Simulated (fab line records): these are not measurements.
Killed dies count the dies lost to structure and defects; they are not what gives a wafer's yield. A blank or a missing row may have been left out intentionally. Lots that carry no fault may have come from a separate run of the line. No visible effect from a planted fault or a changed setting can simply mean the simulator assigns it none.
Struck lot and sound lot, side by side | flow nand-harc | 17 out of 1302 route steps
Sound: these wafers, L646.1, L646.2, L646.6. Wafers struck: L654.2, L654.5, L654.6. The cause is given at the end.
Per side, at each step with rows, come the tool, then ch with its chambers, and then its first start. Under that, the readings that differ: sound wafers | struck wafers | difference of the means | sigmas: that difference in standard deviations of wafers without a fault.
alike: same words and numbers on both sides, and readings whose means sit less than 2 such deviations apart. not compared: any withheld reading, any reading some wafer has no value for, any bound like >300 that may hide the same value, and any number with overlapping values for which the record gives no deviation.
Wherever a step has rows on one side only, a row that says differs or no value, or a row with sigmas, the two part there. Non-overlapping numbers with no deviation appear without sigmas and do not part them. Lack of a reading on every wafer of one side parts them only where that side has two or more wafers.

NHARC_P_M1_INSPECT_11:
  struck on defect-inspect-01, day 14 19:14; sound on defect-inspect-01, day 11 13:42
  reading          | sound  | struck | difference | sigmas
  raw-defect-count | 6 5 11 | 4 1 2  | -5         | -2
then, 2 steps without rows for these wafers: NHARC_P_M1_DESCUM_14 (chemistry O2, time 3 s); NHARC_P_M1_ETCH_35 (etches the open film in N2/H2, target depth 40 nm, overetch 12 nm, time 43.94 s).
NHARC_P_M1_ETCH_15: etches the open film in C4F8/Ar, target depth 182.5 nm, time 91.2 s.
  sound on rie-diel-09 ch 0,3; struck on rie-diel-09 ch 0,1
  reading               | sound             | struck            | difference | sigmas
  oes-product-au (a.u.) | 0.931 0.907 0.925 | 0.965 0.961 0.971 | +0.045     | +2
  alike: rf-vpp-V
  not compared: rf-hours-counter-h
NHARC_P_M1_CD_MEAS_16:
  struck on cd-sem-01, day 14 19:35; sound on cd-sem-03, day 11 14:04
  alike: cd-nm
then, 3 steps without rows for these wafers: NHARC_P_M1_STRIP_18 (strips in N2/H2); NHARC_P_M1_ETCH_28 (etches the open film in CF4/N2, target depth 30 nm, time 72.99 s); NHARC_P_M1_STRIP_19 (strips in post etch residue remover, time 600 s).
NHARC_P_M1_DEGAS_29: time 60 s.
  struck on pvd-sputter-01, day 14 20:19; sound on pvd-sputter-02, day 11 14:47
  alike: heater-power-w
then, 1 step without rows for these wafers: NHARC_P_M1_PRE_CLEAN_30 (time 30 s).
NHARC_P_M1_PVD_20: deposits TaN, target thk 5 nm, time 8.06 s.
  sound on pvd-sputter-02; struck on pvd-sputter-01
  alike: bias-v, throttle-valve-pct
NHARC_P_M1_PVD_21: deposits Cu, target thk 30 nm, time 20.49 s.
  sound on pvd-sputter-02; struck on pvd-sputter-01
  alike: throttle-valve-pct
NHARC_P_M1_ECD_22: material Cu, target thk 400 nm.
  sound on ecd-cu-02 ch 0,1, day 11 15:08; struck on ecd-cu-02 ch 0,1, day 14 20:41
NHARC_P_M1_ANNEAL_31: time 90 s.
  sound on rtp-anneal-02 ch 0, day 11 15:31; struck on rtp-anneal-02 ch 0, day 14 21:07
  alike: wafer_temp_C_max
NHARC_P_M1_CMP_23: polishes, t overpolish 20 s, target thk 157.82 nm.
  sound on cmp-04 ch 1,2, day 11 15:52; struck on cmp-03 ch 2,3, day 14 21:25
  reading                | sound          | struck         | difference | sigmas
  time-to-endpoint-s (s) | 27.6 32.8 31.9 | 16.6 16.8 17.0 | -14.0      | -5
  alike: motor-current-A, retaining-ring-pressure-frac
NHARC_P_M1_THK_MEAS_24: measures by xrf.
  struck on film-metro-01, day 14 21:43; sound on film-metro-02, day 11 16:11
  alike: thk-nm
-- jump in the record: it breaks off in module P_M1 and resumes in module END (first step shown: number 1302 of the route), and 18 days separate the struck wafers' starts before and after --
NHARC_END_SORT_01:
  the record has rows for the struck wafers here (prober-01 ch 0, day 33 01:19) and none for the sound ones

== WHERE THEY PART ==
At NHARC_P_M1_INSPECT_11 first; at NHARC_END_SORT_01 last (within this record only).

WHY: the cause the simulator had injected
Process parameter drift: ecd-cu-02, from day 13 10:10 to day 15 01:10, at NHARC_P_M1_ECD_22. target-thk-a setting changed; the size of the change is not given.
